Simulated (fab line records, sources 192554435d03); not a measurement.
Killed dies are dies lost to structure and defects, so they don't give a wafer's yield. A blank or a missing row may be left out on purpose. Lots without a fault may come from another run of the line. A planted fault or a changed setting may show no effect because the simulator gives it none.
Split-lot experiment | flow n5_finfet | 7 lots, 21 wafers read, on a route of 1938 steps

THE SPLIT
At N5_SDB_COAT_05 (resist thk 90 nm), the setting spin_rpm was moved away from the recipe's 1500 rpm on 9 of the 21 wafers read, by -4.1% to +10.1%. The other wafers ran this setting at the recipe's value.

FROM THE SPLIT TO THE READING: what the file shows between them, 4 steps
- N5_SDB_EBR_07
- N5_SDB_SOFTBAKE_06: time 60 s
- N5_SDB_EXPOSE_08: exposes mask SDB
- N5_SDB_PEB_09: peb time 60 s

THE READING
CAR-ArF_of_SDB_COAT_05.thk_nm (the simulator's own value, which no gauge read), in nm, at N5_SDB_DEVELOP_10 (develop time 30 s). The file gives no usual value for it. The 12 wafers here that ran the recipe average 88.4 nm, standard deviation 0.24 nm.

wafer  | tool, chamber at the split | spin_rpm as run, rpm | against the recipe | CAR-ArF_of_SDB_COAT_05.thk_nm, nm | against lot-mates on the recipe
L074.1 | litho_track-02, 0          | 1438                 | -4.1%              | 90.6                              | +2.0
L074.4 | litho_track-02, 0          | 1438                 | -4.1%              | 90.6                              | +2.0
L074.3 | litho_track-02, 0          | 1500                 | recipe             | 88.6                              | -
L075.3 | litho_track-02, 0          | 1500                 | recipe             | 88.4                              | -
L075.4 | litho_track-02, 0          | 1651                 | +10.1%             | 84                                | -4.4
L075.5 | litho_track-02, 0          | 1651                 | +10.1%             | 84                                | -4.4
L085.1 | litho_track-04, 0          | 1500                 | recipe             | 88.4                              | -
L085.2 | litho_track-04, 0          | 1500                 | recipe             | 88.2                              | -
L085.6 | litho_track-04, 0          | 1500                 | recipe             | 88.2                              | -
L091.4 | litho_track-01, 0          | 1455                 | -3.0%              | 89.8                              | no lot-mate on the recipe
L091.6 | litho_track-01, 0          | 1455                 | -3.0%              | 89.8                              | no lot-mate on the recipe
L091.5 | litho_track-01, 0          | 1455                 | -3.0%              | 90                                | no lot-mate on the recipe
L092.2 | litho_track-04, 0          | 1652                 | +10.1%             | 84                                | -4.1
L092.3 | litho_track-04, 0          | 1500                 | recipe             | 88                                | -
L092.4 | litho_track-04, 0          | 1500                 | recipe             | 88.2                              | -
L093.1 | litho_track-01, 0          | 1500                 | recipe             | 88.4                              | -
L093.3 | litho_track-01, 0          | 1500                 | recipe             | 88.4                              | -
L093.5 | litho_track-01, 0          | 1641                 | +9.4%              | 84.4                              | -4.0
L095.2 | litho_track-02, 0          | 1500                 | recipe             | 88.8                              | -
L095.6 | litho_track-02, 0          | 1500                 | recipe             | 88.8                              | -
L095.5 | litho_track-02, 0          | 1500                 | recipe             | 88.6                              | -

THE FIT
A straight line over all 21 wafers: CAR-ArF_of_SDB_COAT_05.thk_nm changes by -0.449 nm for each +1% of spin_rpm; r = -0.99; the points scatter about the line by 0.22 nm.
The same after taking each lot's own level away (the mean of its wafers on the recipe; 18 wafers): -0.434 nm for each +1%; r = -1.00; scatter 0.12 nm.
On that fit, the largest move of spin_rpm shifts the reading by 4.4 nm.
The lots' own levels span 88.10 to 88.73 nm, that is 2.7 times the standard deviation above.
So the lot-to-lot level changes the slope little: the two slopes agree.
Check: with one of the wafers moved furthest among these (+10.1%) left out of the fit, the line predicts -4.44 nm for it against its lot-mates. It came out at -4.1 nm against them.

OTHER SPLITS ON THESE WAFERS
These wafers also went through other splits before the reading. Each is held against what the fit with the lots' levels taken away leaves over:
other split on the same wafers | wafers away from the commonest value | r with CAR-ArF_of_SDB_COAT_05.thk_nm (lot level and that fit taken away)
N5_SD_EPI_N_EPI_21 temp_c      | 11                                   | -0.03
N5_SD_EPI_N_PRECLEAN_49 time_s | 7                                    | -0.34

THE WHOLE CHAIN: every reading that the file lists as answering this split, in the file's order
step              | what it does      | reading                                                                        | change (the file's fit)               | r (the file's)
N5_SDB_COAT_05    | resist thk 90 nm  | CAR-ArF_of_SDB_COAT_05.thk_nm (the simulator's own value, which no gauge read) | -0.438 nm for each +1% of the setting | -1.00
N5_SDB_DEVELOP_10 | develop time 30 s | CAR-ArF_of_SDB_COAT_05.thk_nm (the simulator's own value, which no gauge read) | -0.426 nm for each +1% of the setting | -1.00

THE FILE'S OWN FIT
CAR-ArF_of_SDB_COAT_05.thk_nm changes by -0.426 nm for each +1% of spin_rpm, r = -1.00.
